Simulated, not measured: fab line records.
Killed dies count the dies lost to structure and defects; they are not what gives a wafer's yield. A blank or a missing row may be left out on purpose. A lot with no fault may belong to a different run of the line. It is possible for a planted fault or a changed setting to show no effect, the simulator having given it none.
Chamber matching + flow n5Finfet + 4 sister chambers for N5_BEOL_M1_ALD_84 on aldMetal-03
The step deposits TaN, pulse time 2 s, purge time 3 s, co reactant purge time 2 s. 8 wafers are shown with their chamber, then 7 later ones without.

## WAFERS, EACH WITH ITS CHAMBER
| wafer  | chamber | heaterPowerW (W) | precursorVesselPressureTorr (Torr) |
|--------|---------|------------------|------------------------------------|
| L074.6 | 2       | 419              | 26.28                              |
| L077.3 | 0       | 353              | 26.27                              |
| L083.4 | 0       | 365              | 26.27                              |
| L084.4 | 3       | 445              | 26.19                              |
| L084.5 | 2       | 429              | 26.34                              |
| L084.6 | 1       | 438              | 26.25                              |
| L089.2 | 1       | 431              | 26.20                              |
| L089.4 | 3       | 454              | 26.29                              |

## WAFERS WITHOUT THEIR CHAMBER
| wafer  | heaterPowerW (W) | precursorVesselPressureTorr (Torr) |
|--------|------------------|------------------------------------|
| L089.5 | 441              | 26.19                              |
| L092.1 | 455              | 26.22                              |
| L092.2 | 437              | 26.26                              |
| L092.3 | 353              | 26.21                              |
| L095.3 | 437              | 26.33                              |
| L095.4 | 448              | 26.27                              |
| L095.5 | 424              | 26.23                              |

## THE CHAMBER EACH PASSED THROUGH
| wafer  | from the rows above          | in truth |
|--------|------------------------------|----------|
| L089.5 | can't be placed: 1 or 3      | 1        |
| L092.1 | 3                            | 3        |
| L092.2 | can't be placed: 1 or 3 or 2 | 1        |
| L092.3 | 0                            | 0        |
| L095.3 | can't be placed: 2 or 1 or 3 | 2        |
| L095.4 | can't be placed: 3 or 1      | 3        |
| L095.5 | can't be placed: 1 or 2      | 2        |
Correct placement for 2 of the 7. Unplaceable from these rows: 5, with the true chamber sitting among the candidates in 5. Number placed wrongly: 0.
How it was worked out, from the rows above alone: a wafer's distance from a chamber is the root of the sum, over the readings, of the square of ((its reading less the chamber's mean) divided by the reading's scatter). If the next closest chamber is less than 2 further off than the closest, the wafer can't be placed; otherwise it belongs to the closest. Each chamber's mean is taken over the wafers shown for it. The scatter is the square root of a quotient: the sum, over the shown wafers, of each reading's squared deviation from its chamber's mean, divided by wafers minus chambers.
